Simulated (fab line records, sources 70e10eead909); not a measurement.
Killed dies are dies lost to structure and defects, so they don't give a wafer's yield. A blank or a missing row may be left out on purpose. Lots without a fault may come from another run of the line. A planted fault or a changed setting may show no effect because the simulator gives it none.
fab line records | flow nand_harc
record lots=6 wafers=16 last_day=24
route steps=1159 shown A_SLIT@802 A_SIN_REMOVE@804 A_WL_FILL@809 END@1159
lots that met no fault: from a run of the same line without faults
start_h: hours from the record's first day to the start of the lot's first wafer shown | wait_h: hours since the lot's step before | " the same as in the row above | L1.1+2: a row that stands for several wafers | - no value, or no start given | * or withheld: withheld | < > ~ a bound
route shown NAME@n: a module of which the file shows steps, and the number in the route of the first | usual: mean/standard deviation of fault-free wafers | same: alike in all rows | chamber/n: place in a boat | sites: the reading at each site | _std_site: their standard deviation | _edge_site: outer sites' mean less inner sites' | radius_mm: how far each site lies from the wafer's centre | mask NAME#n: copy n | behind: the tool/chamber that last shaped the wafer | hold: why the lot was held/for how many hours/how that ended | device: the transistor (n, p or np) that didn't switch | end of line: the same wafers' tests at the end of the route | a step without rows: its recipe alone | killed: dies lost to structure and defects at the first sort, not the wafer's yield | map: a wafer's dies, x killed, . not, _ none there
set.NAME: the setting as run; set.NAME@STEP: as run at that earlier step | model.NAME: the simulator's own value behind a step, which no gauge read
lots at some steps of the route; a table a step, a row a wafer
services: from which hour (start_h, from the record's first day; less than 0 if before it) a tool's chamber was out of use, for how many hours, and why
## steps
# step NHARC_A_SLIT_SRD_20
# step NHARC_A_SLIT_CD_MEAS_21
# usual cd_nm=289.5/0.79
# columns lot.wafer tool chamber start_h wait_h cd_nm
L422.1 cd_sem-03 - 329.63 - 288.5
L422.2 " - " " 287.9
L422.3 " - " " 288.8
L430.2 cd_sem-03 - 374.61 - 290.6
L430.3 " - " " 289.8
L432.2 cd_sem-03 - 388.06 - 289.8
L432.3 " - " " 289.2
L436.1 cd_sem-02 - 412.71 - 290.0
L436.2 " - " " 289.7
L436.3 " - " " 289.5
L441.4 cd_sem-03 - 433.63 - 289.4
L441.5 " - " " 289.3
L441.6 " - " " 289.8
L437.2 cd_sem-01 - 436.91 - 287.8
L437.4 " - " " 288.4
L437.5 " - " " 287.4
# step NHARC_A_SIN_REMOVE_WET_00
# recipe temp_c=160 time_s=15300 chemistry=H3PO4
# step NHARC_A_SIN_REMOVE_PRECLEAN_01
# recipe time_s=* temp_c=50 bath_age_min=0 chemistry=SC1
# step NHARC_A_SIN_REMOVE_SRD_02
# step NHARC_A_SIN_REMOVE_INSPECT_04
# usual raw_defect_count=305/86
# columns lot.wafer tool chamber start_h wait_h raw_defect_count
L422.1 defect_inspect-02 - 337.31 0.0 253
L422.2 " - " " 293
L422.3 " - " " 193
L430.2 defect_inspect-02 - 382.32 0.0 201
L430.3 " - " " 252
L432.2 defect_inspect-02 - 395.46 0.0 498
L432.3 " - " " 357
L436.1 defect_inspect-01 - 418.86 0.0 225
L436.2 " - " " 221
L436.3 " - " " 279
L441.4 defect_inspect-02 - 441.26 0.0 292
L441.5 " - " " 423
L441.6 " - " " 355
L437.2 defect_inspect-02 - 444.56 0.0 333
L437.4 " - " " 293
L437.5 " - " " 273
# step NHARC_A_WL_FILL_ALD_00
# recipe target_thk_a=30 pulse_time_s=3 ald_cycles=30 temp_c=300 material=Al2O3
# usual heater_power_outer_w=264/30 heater_power_w=466/41 precursor_pulse_height_rel=0.998/0.02
# same pulse_time_s=3
# columns lot.wafer tool chamber start_h wait_h heater_power_outer_w heater_power_w precursor_pulse_height_rel
L422.3 ald_hk-04 2 337.41 0.1 244 437 1.002
L422.2 " 3 " " 288 511 1.011
L422.1 " 0 " " 237 437 1.012
L430.2 ald_hk-04 2 382.39 0.1 242 442 0.986
L430.3 " 3 " " 279 497 1.005
L432.3 ald_hk-02 0 395.55 0.1 276 481 0.988
L432.2 " 1 " " 213 373 1.001
L436.2 ald_hk-04 1 419.05 0.2 253 457 1.005
L436.1 " 2 " " 245 439 1.008
L436.3 " 3 " " 286 499 0.997
L441.4 ald_hk-01 2 441.41 0.1 237 444 0.974
L441.5 " 3 " " 270 450 1.004
L441.6 " 0 " " 291 492 1.007
L437.2 ald_hk-01 1 444.63 0.1 276 521 0.993
L437.4 " 0 " " 294 498 0.984
L437.5 " 2 " " 230 446 0.994
# step NHARC_A_WL_FILL_RTA_01
# recipe temp_c=1000 time_s=5
# usual anneal_temp_c_max=1003.1/0.7 lamp_power_pct=33.4/0.43 wafer_temp_C_max=1006.3/1.8
# columns lot.wafer tool chamber start_h wait_h anneal_temp_c_max lamp_power_pct wafer_temp_C_max
L422.1 rtp_anneal-01 0 337.85 - 1003.1 33.1 1004.8
L422.2 " 0 " " 1003.3 33.0 1005.2
L422.3 " 0 " " 1002.2 33.1 1004.9
L430.2 rtp_anneal-02 0 382.68 - 1004.3 33.9 1007.2
L430.3 " 0 " " 1002.4 33.9 1006.5
L432.2 rtp_anneal-01 0 395.81 - 1003.5 33.0 1005.6
L432.3 " 0 " " 1002.2 33.1 1003.7
L436.1 rtp_anneal-02 0 419.38 - 1003.5 33.9 1007.3
L436.2 " 0 " " 1002.0 33.9 1011.7
L436.3 " 0 " " 1002.7 33.9 1005.5
L441.4 rtp_anneal-01 0 441.68 - 1003.5 33.0 1004.3
L441.5 " 0 " " 1003.2 33.0 1004.1
L441.6 " 0 " " 1003.1 33.1 1004.0
L437.2 rtp_anneal-01 0 444.92 - 1003.1 33.0 1004.7
L437.4 " 0 " " 1003.9 33.0 1004.7
L437.5 " 0 " " 1003.1 33.0 1006.0
# step NHARC_A_WL_FILL_ALD_02
# recipe target_thk_a=20 pulse_time_s=3 ald_cycles=100 temp_c=450 material=TiN
# usual heater_power_outer_w=671/50 heater_power_w=1066/79 precursor_pulse_height_rel=1.004/0.019
# same pulse_time_s=3
# columns lot.wafer tool chamber start_h wait_h heater_power_outer_w heater_power_w precursor_pulse_height_rel
L422.1 ald_metal-03 0 338.07 0.2 744 1154 0.989
L422.2 " 1 " " 672 1113 1.030
L422.3 " 2 " " 683 1123 0.985
L430.3 ald_metal-03 0 382.92 0.2 738 1172 1.024
L430.2 " 1 " " 682 1116 0.994
L432.2 ald_metal-03 2 396.00 0.2 678 1074 0.977
L432.3 " 0 " " 736 1156 0.988
L436.1 ald_metal-04 3 419.59 0.2 708 1104 0.995
L436.2 " 0 " " 721 1182 0.988
L436.3 " 1 " " 653 1040 0.974
L441.4 ald_metal-03 2 441.89 0.2 695 1123 0.993
L441.5 " 0 " " 765 1171 1.036
L441.6 " 1 " " 659 1110 0.978
L437.4 ald_metal-04 2 445.15 0.1 676 1047 1.013
L437.2 " 3 " " 723 1096 1.043
L437.5 " 2 " " 686 1033 0.982
# step NHARC_A_WL_FILL_CVD_03
# recipe target_thk_a=400 temp_c=300 pressure_torr=40 wf6_flow_sccm=40 h2_flow_sccm=1600 ar_flow_sccm=1560 time_s=3302 material=W
# usual chamber_pressure_Torr=40.00/0.097 heater_power_outer_w=284/44 heater_power_w=512/59 throttle_valve_pct=7.90/0.2
# columns lot.wafer tool chamber start_h wait_h chamber_pressure_Torr heater_power_outer_w heater_power_w throttle_valve_pct
L422.1 cvd_w-01 1 341.81 3.3 40.04 282 545 8.07
L422.2 " 0 " " 40.08 326 579 8.14
L422.3 " 1 " " 40.04 292 519 8.12
L430.2 cvd_w-02 1 391.40 8.1 40.04 222 427 7.89
L430.3 " 0 392.81 9.5 39.88 256 475 7.94
L432.2 cvd_w-02 0 402.34 5.9 40.07 265 464 7.70
L432.3 " 1 " " 40.06 221 437 7.79
L436.2 cvd_w-02 0 423.93 3.9 40.06 253 481 7.79
L436.1 " 1 " " 39.78 225 429 7.69
L436.3 " 1 " " 40.16 221 430 7.63
L441.4 cvd_w-02 1 443.66 1.5 40.07 231 433 7.71
L441.6 " 0 " " 40.19 258 461 7.87
L441.5 " 1 " " 39.90 230 435 7.51
L437.2 cvd_w-02 0 453.44 7.9 39.80 254 476 7.81
L437.4 " 1 " " 39.84 220 433 7.77
L437.5 " 0 455.32 9.8 40.00 259 456 7.99
# step NHARC_A_WL_FILL_ETCHBACK_04
# recipe target_depth_a=600 time_s=120 chemistry=NF3
# usual chamber_pressure_mTorr=300.00/0.29 drypump_motor_current_A=5.8/0.48 oes_product_au=1.002/0.007 run_length_s=141.4/0.37
# columns lot.wafer tool chamber start_h wait_h chamber_pressure_mTorr drypump_motor_current_A oes_product_au rf_hours_counter_h run_length_s
L422.1 rie_metal-03 1 345.13 2.8 299.79 6.8 0.988 1.4 142.1
L422.2 " 0 " " 299.92 6.0 1.004 1.4 140.9
L422.3 " 0 " " 300.50 6.0 1.003 - 141.8
L430.2 rie_metal-03 1 394.72 2.8 300.69 6.8 1.009 3.1 149.6
L430.3 " 1 " " 299.54 6.8 1.005 - 149.9
L432.2 rie_metal-03 1 405.23 2.4 299.99 6.8 1.005 3.4 149.9
L432.3 " 0 " " 299.95 6.0 1.007 - 149.3
L436.2 rie_metal-02 1 427.33 2.9 299.64 5.4 0.992 0.2 141.7
L436.1 " 0 " " 300.19 5.5 0.999 0.2 141.4
L436.3 " 0 " " 300.11 5.5 0.999 - 141.0
L441.4 rie_metal-02 0 445.63 1.5 300.40 5.5 1.000 - 141.2
L441.6 " 0 " " 300.31 5.4 1.002 - 141.4
L441.5 " 1 " " 299.99 5.4 1.004 - 141.8
L437.2 rie_metal-02 1 456.28 2.4 299.68 5.4 1.002 1.6 141.7
L437.4 " 0 " " 300.28 5.5 0.998 - 141.6
L437.5 " 0 " " 299.95 5.5 0.997 - 141.1
# step NHARC_A_WL_FILL_ETCHBACK_05
# recipe target_depth_a=220 time_s=60 temp_c=40 chemistry=Cl2/BCl3
# usual chamber_pressure_mTorr=10.000/0.0089 drypump_motor_current_A=5.8/0.48 oes_product_au=1.002/0.0067 run_length_s=81.4/0.37 temp_c=40.01/0.12
# columns lot.wafer tool chamber start_h wait_h chamber_pressure_mTorr drypump_motor_current_A oes_product_au rf_hours_counter_h run_length_s temp_c
L422.2 rie_metal-03 1 345.37 0.2 9.999 6.8 0.998 1.5 82.4 40.06
L422.1 " 0 " " 10.004 6.0 0.994 1.5 81.5 39.78
L422.3 " 0 " " 10.005 6.0 1.007 - 81.5 40.00
L430.2 rie_metal-03 0 394.95 0.2 10.001 6.0 1.011 3.3 81.6 39.87
L430.3 " 1 " " 9.990 6.8 0.996 - 81.6 40.00
L432.2 rie_metal-03 0 405.44 0.2 9.991 6.1 1.009 3.5 81.5 39.89
L432.3 " 1 " " 9.996 6.8 0.989 - 81.9 40.04
L436.1 rie_metal-02 1 427.57 0.2 9.994 5.4 0.993 0.3 81.8 39.81
L436.2 " 0 " " 10.001 5.5 1.002 0.3 81.4 40.11
L436.3 " 1 " " 9.996 5.4 1.003 - 81.4 39.97
L441.4 rie_metal-02 0 445.84 0.2 10.001 5.5 1.002 - 81.3 40.11
L441.5 " 1 " " 10.007 5.4 0.993 - 81.7 39.90
L441.6 " 0 " " 9.991 5.5 0.997 - 81.2 39.88
L437.2 rie_metal-02 0 456.52 0.2 10.007 5.4 1.000 1.7 81.3 40.17
L437.4 " 1 " " 9.999 5.4 1.004 - 82.0 40.25
L437.5 " 0 " " 9.996 5.5 1.007 - 80.9 40.22
# step NHARC_END_SORT_01
# recipe temp_c=25
# usual killed_at_array=25/9.8 killed_at_other=0.8/1.1 killed_at_periphery=3.3/2.1 killed_dies=29/10 killed_open=3.3/1.8 killed_short=1.9/1.4
# same gross_dies=677
# columns lot.wafer tool chamber start_h wait_h killed_at_array killed_at_other killed_at_periphery killed_dies killed_open killed_short
L436.1 prober-01 0 531.43 2.5 29 2 4 35 3 3
L436.2 prober-01 0 532.23 2.8 35 1 2 38 7 3
L436.3 prober-01 0 533.03 3.1 35 2 3 40 4 3
L441.4 prober-01 0 558.33 3.4 18 1 2 21 7 0
L441.5 prober-01 0 559.12 3.7 8 2 0 10 3 1
L441.6 prober-01 0 559.92 4.0 18 1 6 25 4 1
L437.2 prober-01 0 572.34 2.8 27 0 5 32 3 3
L437.4 prober-01 0 573.94 3.4 12 1 1 14 2 2
L437.5 prober-01 0 574.75 3.7 31 1 3 35 3 0
# killed by level:class
L436.1 A_CHANNEL_HOLE_D1:chamber_film_flake=12 A_WL_FILL:chamber_film_flake=4 A_CONTACT:chamber_film_flake=4 P_STI:chamber_film_flake=3 A_STAIRCASE:chamber_film_flake=3 A_M1:geometric_particle:open=2 THIN_TSV:chamber_film_flake=2 A_ONON_D1:geometric_particle:short=1
L436.2 A_CHANNEL_HOLE_D1:chamber_film_flake=15 A_STAIRCASE:chamber_film_flake=6 A_CONTACT:chamber_film_flake=3 A_SGD_CUT:geometric_particle:short=2 A_CONTACT:geometric_particle:open=2 A_WL_FILL:chamber_film_flake=2 P_GATE:geometric_particle:open=1 P_CONTACT:geometric_particle:open=1
L436.3 A_CHANNEL_HOLE_D1:chamber_film_flake=15 A_CONTACT:chamber_film_flake=10 A_ONON_D1:geometric_particle:short=3 A_STAIRCASE:chamber_film_flake=3 THIN_TSV:chamber_film_flake=2 P_M0:geometric_particle:open=1 A_SLIT:geometric_particle:open=1 A_WL_FILL:geometric_particle:open=1
L441.4 A_CHANNEL_HOLE_D1:chamber_film_flake=7 A_CONTACT:chamber_film_flake=4 A_WL_FILL:geometric_particle:open=2 A_CONTACT:geometric_particle:open=2 P_GATE:chamber_film_flake=2 A_SLIT:geometric_particle:open=1 A_BLC:geometric_particle:open=1 STARTING-WAFER:geometric_particle:open=1
L441.5 A_CHANNEL_HOLE_D1:chamber_film_flake=2 A_CONTACT:chamber_film_flake=2 A_CHANNEL_FILL_D1:geometric_particle:open=1 A_CHANNEL_FILL_D1:geometric_particle:short=1 A_WL_FILL:geometric_particle:open=1 STARTING-WAFER:geometric_particle:open=1 A_M0:chamber_film_flake=1 HYBRID_BOND:latent=1
L441.6 P_STI:chamber_film_flake=6 A_CHANNEL_HOLE_D1:chamber_film_flake=6 A_CONTACT:chamber_film_flake=4 A_CHANNEL_FILL_D1:geometric_particle:open=2 A_WL_FILL:chamber_film_flake=2 A_CHANNEL_HOLE_D1:geometric_particle:open=1 A_CHANNEL_FILL_D1:geometric_particle:short=1 STARTING-WAFER:geometric_particle:open=1
L437.2 A_CHANNEL_HOLE_D1:chamber_film_flake=20 A_STAIRCASE:chamber_film_flake=2 P_GATE:chamber_film_flake=2 A_CONTACT:chamber_film_flake=2 P_STI:geometric_particle:open=1 P_CONTACT:geometric_particle:short=1 P_M0:geometric_particle:open=1 A_CHANNEL_FILL_D1:geometric_particle:open=1
L437.4 A_CHANNEL_HOLE_D1:chamber_film_flake=8 A_CHANNEL_FILL_D1:geometric_particle:short=1 A_WL_FILL:geometric_particle:short=1 A_WL_FILL:geometric_particle:open=1 A_CONTACT:geometric_particle:open=1 P_ZERO_WELL:chamber_film_flake=1 THIN_TSV:chamber_film_flake=1
L437.5 A_CHANNEL_HOLE_D1:chamber_film_flake=21 A_CONTACT:chamber_film_flake=4 A_STAIRCASE:chamber_film_flake=2 P_M1:geometric_particle:open=1 A_ONON_D1:geometric_particle:open=1 A_CONTACT:geometric_particle:open=1 P_ZERO_WELL:chamber_film_flake=1 P_GATE:chamber_film_flake=1
## services
# columns tool chamber start_h hours kind
ald_metal-03 - 322.00 10.0 pm
ald_hk-04 - 324.43 1.1 repair
cvd_w-02 - 330.26 0.2 repair
ald_metal-03 3 336.51 70.4 repair
ald_metal-04 2 339.90 3.6 repair
ald_metal-03 - 373.89 0.6 repair
cvd_w-02 - 377.86 13.0 pm
cvd_w-02 0 377.86 13.0 vent_cycle
rtp_anneal-01 - 380.85 3.7 repair
rie_metal-02 - 388.19 9.0 pm
rie_metal-02 0 388.19 9.0 vent_cycle
rie_metal-02 1 388.19 9.0 vent_cycle
rie_metal-02 0 397.19 - clean
rie_metal-02 1 397.19 - clean
ald_metal-03 1 402.96 13.7 repair
ald_metal-04 - 406.00 10.0 pm
ald_hk-01 - 412.56 10.0 pm
rie_metal-03 - 414.47 0.5 repair
ald_hk-01 - 428.77 0.7 repair
ald_hk-04 - 431.25 0.4 repair
rie_metal-03 - 453.00 9.0 pm
rie_metal-03 0 453.00 9.0 vent_cycle
rie_metal-03 1 453.00 9.0 vent_cycle
ald_metal-04 - 453.12 0.9 repair
## key
first_sign step=NHARC_A_WL_FILL_ETCHBACK_04 reading=run_length_s direction=up sigmas=22 usual=* struck=*
effect none on later readings
met_at NHARC_A_WL_FILL_ETCHBACK_04
struck_wafers L430.2,L430.3,L432.2,L432.3
tester_left_out L430,L432
onset_between 345.13 394.72
fault kind=process_parameter_drift tool=rie_metal-03 chamber=- onset_h=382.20 steps=NHARC_A_WL_FILL_ETCHBACK_04 channel=time_s offset=* shape=step end_h=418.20 scope=struck_wafers_only acts_in=* stated=*
# tester_left_out: of these lots the tester's yield and bins aren't shown, on N5 and GAA mostly nor the transistor test; their killed dies are dies lost to structure and defects alone, not to doping, threshold or leakage, so they don't give the yield
